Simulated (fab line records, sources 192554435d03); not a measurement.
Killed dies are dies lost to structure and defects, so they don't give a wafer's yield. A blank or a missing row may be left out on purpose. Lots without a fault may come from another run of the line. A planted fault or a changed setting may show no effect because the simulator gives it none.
Which tool did it? | flow n5_finfet | 24 lots, 72 wafers sampled, at 4 steps of a route of 1938

WHAT THE GAUGES READ, wafer by wafer
N5_BEOL_M14_THK_MEAS_50: measures by xrf. Usual: M14_THK 573 nm, standard deviation 14.
lot  | measured     | on            | M14_THK (nm) | flag
L074 | day 11 23:23 | film_metro-02 | 557 575 592  |
L076 | day 12 20:02 | film_metro-01 | 565 583 563  |
L075 | day 12 22:40 | film_metro-01 | 568 563 572  |
L077 | day 13 00:34 | film_metro-01 | 581 567 586  |
L080 | day 13 02:13 | film_metro-01 | 569 589 563  |
L078 | day 13 02:56 | film_metro-02 | 579 551 559  |
L079 | day 13 03:44 | film_metro-01 | 564 588 565  |
L081 | day 14 07:43 | film_metro-02 | 600 565 592  |
L084 | day 14 09:17 | film_metro-02 | 586 603 588  |
L082 | day 14 12:16 | film_metro-02 | 586 567 592  |
L083 | day 14 14:04 | film_metro-02 | 589 596 599  |
L086 | day 15 13:46 | film_metro-02 | 569 587 567  |
L087 | day 15 13:47 | film_metro-01 | 591 598 596  |
L088 | day 15 14:05 | film_metro-01 | 592 582 564  |
L090 | day 16 02:22 | film_metro-01 | 566 584 593  |
L085 | day 16 02:38 | film_metro-02 | 559 581 560  |
L089 | day 16 02:55 | film_metro-02 | 559 558 570  |
L092 | day 16 05:33 | film_metro-02 | 553 577 549  |
L091 | day 16 21:30 | film_metro-02 | 562 590 549  |
L094 | day 17 03:48 | film_metro-02 | 564 566 591  |
L095 | day 17 06:55 | film_metro-02 | 582 575 574  |
L093 | day 17 07:37 | film_metro-02 | 588 597 556  |
L096 | day 17 15:50 | film_metro-01 | 564 563 574  |
L097 | day 18 09:16 | film_metro-01 | 556 560 563  |

N5_BEOL_M15_CD_MEAS_10: target cd 360 nm. Usual: cd_nm 358.5 nm, standard deviation 1.6.
lot  | measured     | on        | cd_nm (nm)        | flag
L074 | day 12 00:14 | cd_sem-01 | 357.0 357.1 356.3 |
L076 | day 12 20:47 | cd_sem-02 | 357.1 357.4 359.0 |
L075 | day 12 23:32 | cd_sem-03 | 359.7 357.5 357.2 |
L077 | day 13 01:18 | cd_sem-01 | 358.9 356.2 357.3 |
L080 | day 13 03:05 | cd_sem-02 | 360.7 357.8 361.5 |
L078 | day 13 03:48 | cd_sem-02 | 359.9 361.4 357.9 |
L079 | day 13 04:29 | cd_sem-01 | 357.3 357.7 359.0 |
L081 | day 14 08:35 | cd_sem-01 | 357.5 358.9 360.7 |
L084 | day 14 10:02 | cd_sem-03 | 360.7 359.0 360.2 |
L082 | day 14 13:01 | cd_sem-01 | 359.9 358.5 358.1 |
L083 | day 14 14:56 | cd_sem-03 | 358.5 357.1 356.3 |
L086 | day 15 14:38 | cd_sem-03 | 357.2 357.3 358.2 |
L087 | day 15 14:48 | cd_sem-01 | 358.4 357.0 359.3 |
L088 | day 15 14:50 | cd_sem-03 | 359.0 358.1 357.3 |
L090 | day 16 03:14 | cd_sem-02 | 356.7 355.9 357.0 |
L085 | day 16 03:25 | cd_sem-03 | 357.1 357.8 360.8 |
L089 | day 16 03:41 | cd_sem-02 | 357.3 355.8 359.0 |
L092 | day 16 06:18 | cd_sem-03 | 358.9 359.2 359.4 |
L091 | day 16 22:15 | cd_sem-01 | 357.7 359.4 362.0 |
L094 | day 17 04:40 | cd_sem-01 | 356.5 356.9 359.7 |
L095 | day 17 07:40 | cd_sem-02 | 358.7 358.7 357.5 |
L093 | day 17 08:29 | cd_sem-03 | 356.1 356.1 358.3 |
L096 | day 17 16:42 | cd_sem-01 | 357.1 357.8 358.6 |
L097 | day 18 10:02 | cd_sem-01 | 360.6 357.0 358.3 |

WHICH TOOL RAN EACH LOT (tool, then ch and the chambers of the sampled wafers, then the start)
lot  | N5_BEOL_M14_SPUTTER_43       | N5_BEOL_M15_ILD_DEP_00
L074 | pvd_sputter-03, day 11 22:19 | pecvd-01 ch 1,2, day 11 23:35
L076 | pvd_sputter-02, day 12 16:43 | pecvd-04 ch 0,1,2, day 12 20:13
L075 | pvd_sputter-03, day 12 21:02 | pecvd-04 ch 1,2, day 12 22:52
L077 | pvd_sputter-02, day 12 22:06 | pecvd-04 ch 1,2, day 13 00:45
L080 | pvd_sputter-02, day 12 23:10 | pecvd-03 ch 0,1,2, day 13 02:24
L078 | pvd_sputter-02, day 12 23:49 | pecvd-01 ch 1,2, day 13 03:07
L079 | pvd_sputter-02, day 13 00:31 | pecvd-01 ch 0,1,2, day 13 03:56
L081 | pvd_sputter-03, day 14 04:14 | pecvd-04 ch 0,1, day 14 07:55
L084 | pvd_sputter-03, day 14 05:25 | pecvd-04 ch 1,2, day 14 09:28
L082 | pvd_sputter-02, day 14 08:48 | pecvd-01 ch 1,2, day 14 12:28
L083 | pvd_sputter-02, day 14 09:36 | pecvd-01 ch 0,2, day 14 14:16
L086 | pvd_sputter-02, day 15 12:41 | pecvd-01 ch 0,1, day 15 13:58
L087 | pvd_sputter-01, day 15 12:43 | pecvd-04 ch 1,2, day 15 13:58
L088 | pvd_sputter-03, day 15 13:02 | pecvd-01 ch 0,1, day 15 14:17
L090 | pvd_sputter-01, day 16 01:02 | pecvd-03 ch 0,1,2, day 16 02:34
L085 | pvd_sputter-03, day 16 01:07 | pecvd-01 ch 0,1,2, day 16 02:52
L089 | pvd_sputter-03, day 16 01:31 | pecvd-04 ch 0,2, day 16 03:08
L092 | pvd_sputter-03, day 16 03:19 | pecvd-01 ch 0,2, day 16 05:44
L091 | pvd_sputter-02, day 16 17:15 | pecvd-04 ch 0,1,2, day 16 21:42
L094 | pvd_sputter-01, day 17 02:27 | pecvd-03 ch 0,1, day 17 03:59
L095 | pvd_sputter-01, day 17 05:51 | pecvd-01 ch 0,1,2, day 17 07:13
L093 | pvd_sputter-02, day 17 06:33 | pecvd-01 ch 0,1, day 17 07:49
L096 | pvd_sputter-02, day 17 14:46 | pecvd-03 ch 0,1,2, day 17 16:01
L097 | pvd_sputter-03, day 18 08:13 | pecvd-01 ch 0,2, day 18 09:29
- N5_BEOL_M14_SPUTTER_43: material TaN, target thk 15 nm, time 24.19 s.
- N5_BEOL_M15_ILD_DEP_00: deposits SiO2 from TEOS/O2, target thk 1629.3 nm, time 346.1 s.

WHAT THE TOOLS THEMSELVES READ (means of the sampled wafers that have a number; where no wafer has one, the mark that the record gives instead)
N5_BEOL_M14_SPUTTER_43. Usual: bias_v 168.6 V, standard deviation 1.5; substrate_temp_c 49.99 C, standard deviation 0.12; throttle_valve_pct 30.0 %, standard deviation 0.82.
lot  | tool           | bias_v (V) | substrate_temp_c (C) | throttle_valve_pct (%) | flag
L074 | pvd_sputter-03 | 168.7      | 50.04                | 30.9                   |
L076 | pvd_sputter-02 | 167.5      | 49.92                | 29.1                   |
L075 | pvd_sputter-03 | 167.8      | 49.97                | 30.4                   |
L077 | pvd_sputter-02 | 167.9      | 50.19                | 30.0                   |
L080 | pvd_sputter-02 | 169.2      | 50.02                | 29.3                   |
L078 | pvd_sputter-02 | 167.8      | 50.03                | 30.0                   |
L079 | pvd_sputter-02 | 168.0      | 49.92                | 30.5                   |
L081 | pvd_sputter-03 | 169.2      | 49.91                | 30.5                   |
L084 | pvd_sputter-03 | 168.4      | 50.11                | 30.9                   |
L082 | pvd_sputter-02 | 167.0      | 50.07                | 30.1                   |
L083 | pvd_sputter-02 | 168.9      | 49.94                | 30.0                   |
L086 | pvd_sputter-02 | 169.9      | 49.97                | 29.4                   |
L087 | pvd_sputter-01 | 167.9      | 49.92                | 29.0                   |
L088 | pvd_sputter-03 | 168.3      | 50.11                | 30.6                   |
L090 | pvd_sputter-01 | 170.0      | 49.91                | 29.6                   |
L085 | pvd_sputter-03 | 168.1      | 50.01                | 31.1                   |
L089 | pvd_sputter-03 | 168.0      | 50.07                | 30.5                   |
L092 | pvd_sputter-03 | 168.8      | 49.82                | 30.8                   |
L091 | pvd_sputter-02 | 170.3      | 50.00                | 29.9                   |
L094 | pvd_sputter-01 | 167.8      | 49.97                | 29.8                   |
L095 | pvd_sputter-01 | 166.4      | 49.97                | 29.2                   |
L093 | pvd_sputter-02 | 168.1      | 50.05                | 29.6                   |
L096 | pvd_sputter-02 | 169.6      | 50.07                | 29.7                   |
L097 | pvd_sputter-03 | 170.1      | 49.92                | 30.2                   |

N5_BEOL_M15_ILD_DEP_00. Usual: heater_power_w 489 W, standard deviation 71; showerhead_plenum_p_Torr 8.336 Torr, standard deviation 0.029; throttle_valve_pct 18.7 %, standard deviation 1.2.
lot  | tool     | heater_power_w (W) | showerhead_plenum_p_Torr (Torr) | throttle_valve_pct (%) | flag
L074 | pecvd-01 | 404                | 8.341                           | 20.1                   |
L076 | pecvd-04 | 505                | 8.334                           | 17.9                   |
L075 | pecvd-04 | 497                | 8.306                           | 17.4                   |
L077 | pecvd-04 | 482                | 8.311                           | 17.3                   |
L080 | pecvd-03 | 521                | 8.355                           | 18.4                   |
L078 | pecvd-01 | 483                | 8.330                           | 19.0                   |
L079 | pecvd-01 | 497                | 8.332                           | 19.2                   |
L081 | pecvd-04 | 560                | 8.360                           | 18.7                   |
L084 | pecvd-04 | 464                | 8.315                           | 17.7                   |
L082 | pecvd-01 | 454                | 8.337                           | 19.9                   |
L083 | pecvd-01 | 475                | 8.339                           | 18.5                   |
L086 | pecvd-01 | 463                | 8.346                           | 19.5                   |
L087 | pecvd-04 | 450                | 8.305                           | 17.4                   |
L088 | pecvd-01 | 497                | 8.347                           | 19.4                   |
L090 | pecvd-03 | 588                | 8.368                           | 18.5                   |
L085 | pecvd-01 | 485                | 8.333                           | 19.3                   |
L089 | pecvd-04 | 563                | 8.346                           | 18.1                   |
L092 | pecvd-01 | 451                | 8.329                           | 18.4                   |
L091 | pecvd-04 | 493                | 8.336                           | 17.7                   |
L094 | pecvd-03 | 569                | 8.363                           | 19.4                   |
L095 | pecvd-01 | 470                | 8.339                           | 19.3                   |
L093 | pecvd-01 | 458                | 8.348                           | 20.2                   |
L096 | pecvd-03 | 551                | 8.359                           | 18.5                   |
L097 | pecvd-01 | 474                | 8.330                           | 18.4                   |

THE ANSWER, worked out from the rows above alone
Rule: a lot is off if the mean of its wafers that have a number lies more than 3 standard deviations from the usual mean. A lot without any number at a reading at which 4 lots or more have one is off too. The other lots that the step has rows for count as sound. The gauges are gone through in route order, then the tools' own readings, and for those a lot's mean is taken as printed above. The first step at which some lot is off is used, and at that step the reading that is off furthest; a lot without a number counts as furthest.
No lot is off at any reading shown: from this, nothing can be told.

WHAT THE SIMULATOR HAD PUT IN
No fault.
